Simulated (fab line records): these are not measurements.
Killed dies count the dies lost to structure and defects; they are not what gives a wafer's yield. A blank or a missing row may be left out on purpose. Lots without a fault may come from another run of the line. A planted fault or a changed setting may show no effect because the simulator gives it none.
Comparing a struck lot with a sound one | flow nand harc | 42 out of 1159 route steps
Sound: the wafers L829.1, L829.4, L829.5. Wafers struck: L848.2, L848.4, L848.6. At the end, the cause is stated.
At each step with rows: each side's tool, then ch and its chambers, then its first start. Under that, the readings that differ: sound wafers | struck wafers | difference of the means | sigmas: that difference in standard deviations of wafers without a fault.
alike: words and numbers the same on both sides, and readings whose means are apart by under 2 such deviations; not compared: readings that were withheld, readings missing a value for some wafer, numbers with overlapping values and no deviation given by the record, and bounds like >300 which may hide the same value.
The two part at a step that has a row with sigmas, a row that says differs or no value, or rows on one side only. Numbers that have no deviation but don't overlap get no sigmas and don't part them. A reading missing from all wafers of one side parts the sides only when that side holds two or more wafers.

first, 2 steps without rows for these wafers: NHARC_THIN_TSV_GRIND_00; NHARC_THIN_TSV_CMP_01 (polishes).
NHARC_THIN_TSV_THK_MEAS_02: measures by ir.
  sound on film metro-02 at day 19 14:44; struck on film metro-01 at day 23 03:30
  alike: thk nm
then, 9 steps without rows for these wafers: NHARC_THIN_TSV_SRD_03; NHARC_THIN_TSV_PRECLEAN_41 (cleans in SC1); NHARC_THIN_TSV_SRD_42; NHARC_THIN_TSV_DEP_43 (deposits SiO2, target thk 1328.5 nm); NHARC_THIN_TSV_DEHYDRATE_04 (time 120 s); NHARC_THIN_TSV_HMDS_05 (time 30 s); NHARC_THIN_TSV_COAT_06; NHARC_THIN_TSV_SOFTBAKE_07 (time 95 s); NHARC_THIN_TSV_EBR_08.
NHARC_THIN_TSV_EXPOSE_09: exposes mask TSV.
  sound on krf scanner-03 ch 0, day 19 15:31; struck on krf scanner-03 ch 0, day 23 04:25
  reading              | sound                | struck               | difference | sigmas
  exposure dose mJ cm2 | 30.708 30.694 30.695 | 44.248 44.207 44.233 | +13.530    | +99 or more
  alike: mask
then, 2 steps without rows for these wafers: NHARC_THIN_TSV_PEB_10 (peb time 85 s); NHARC_THIN_TSV_DEVELOP_11 (time 70 s).
NHARC_THIN_TSV_CD_MEAS_12 targets a cd of 1000 nm.
  sound on cd sem-03 ch 0, day 19 15:40; struck on cd sem-03 ch 0, day 23 04:34
  reading    | sound             | struck               | difference | sigmas
  cd nm (nm) | 999.9 998.1 997.4 | 1009.3 1010.9 1008.9 | +11.2      | +7
then, 2 steps without rows for these wafers: NHARC_THIN_TSV_HARDBAKE_13 (time 80 s); NHARC_THIN_TSV_DESCUM_14 (chemistry O2, time 3 s).
NHARC_THIN_TSV_ETCH_44: etches the open film in CF4/O2, target depth 1594.2 nm, time 797.1 s.
  sound on rie diel-13 ch 0,2, day 19 16:05; struck on rie diel-05 ch 0,1,3, day 23 04:56
  alike: drypump motor current A, oes product au, rf vpp V, showerhead plenum p Torr, throttle valve pct
  not compared: rf hours counter h
then, 1 step without rows for these wafers: NHARC_THIN_TSV_ETCH_15 (target depth 3000 nm, bosch target overetch cycles 2, bosch etch step 2.8 s).
NHARC_THIN_TSV_CD_MEAS_16:
  sound on cd sem-03 at day 19 16:46; struck on cd sem-03 at day 23 05:32
  reading    | sound              | struck               | difference | sigmas
  cd nm (nm) | 1000.2 998.5 998.0 | 1010.2 1011.6 1009.4 | +11.5      | +8
then, 2 steps without rows for these wafers: NHARC_THIN_TSV_STRIP_45 (strips in O2); NHARC_THIN_TSV_STRIP_46 (strips in post etch residue remover, time 1200 s).
NHARC_THIN_TSV_DEP_47: deposits SiO2, target thk 200 nm.
  sound on pecvd-01 ch 0,1,2, day 19 17:42; struck on pecvd-04 ch 1,2, day 23 06:31
  alike: chamber pressure Torr, throttle valve pct
then, 4 steps without rows for these wafers: NHARC_THIN_TSV_ETCHBACK_48 (etches the open film in C4F8/Ar, target depth 1028.5 nm, time 405.17 s); NHARC_THIN_TSV_STRIP_62 (strips in N2/H2, time 20 s); NHARC_THIN_TSV_DEGAS_49 (time 120 s); NHARC_THIN_TSV_PRE_CLEAN_50 (time 30 s).
NHARC_THIN_TSV_PVD_19: deposits TaN, target thk 20 nm.
  sound on pvd sputter-03; struck on pvd sputter-02
  alike: throttle valve pct
then, 2 steps without rows for these wafers: NHARC_THIN_TSV_PVD_51 (deposits Cu, target thk 100 nm); NHARC_THIN_TSV_ECD_20 (material Cu, target thk 2000 nm).
NHARC_THIN_TSV_ANNEAL_52: time 90 s.
  sound on rtp anneal-02 ch 0, day 19 19:55; struck on rtp anneal-01 ch 0, day 23 08:35
  alike: wafer_temp_C_max
NHARC_THIN_TSV_CMP_21: polishes, t overpolish 30 s, target thk 2000 nm.
  sound on cmp-01 ch 1,2, day 19 20:17; struck on cmp-02 ch 0,1, day 23 08:53
  alike: edge zone pressure frac, motor current A, overpolish run s
then, 8 steps without rows for these wafers: NHARC_THIN_TSV_SRD_23; NHARC_THIN_TSV_DEGAS_53 (time 60 s); NHARC_THIN_TSV_PRE_CLEAN_54 (time 30 s); NHARC_THIN_TSV_PVD_55 (deposits TiN, target thk 50 nm); NHARC_THIN_TSV_PVD_24 (deposits Al, target thk 800 nm); NHARC_THIN_TSV_DEHYDRATE_25 (time 120 s); NHARC_THIN_TSV_HMDS_26 (time 30 s); NHARC_THIN_TSV_COAT_27.
NHARC_THIN_TSV_CD_MEAS_37:
  sound on cd sem-01 at day 19 23:33; struck on cd sem-01 at day 23 11:57
  reading    | sound                | struck               | difference | sigmas
  cd nm (nm) | 5001.6 5000.7 5000.1 | 5010.0 5012.2 5012.9 | +10.9      | +5

WHERE THEY PART
Earliest at NHARC_THIN_TSV_EXPOSE_09; latest, in this record, at NHARC_THIN_TSV_CD_MEAS_37.

WHY: what had been put in by the simulator
Drift in process parameters on krf scanner-03 at NHARC_THIN_TSV_EXPOSE_09, starting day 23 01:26. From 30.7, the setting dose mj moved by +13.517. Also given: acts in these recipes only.
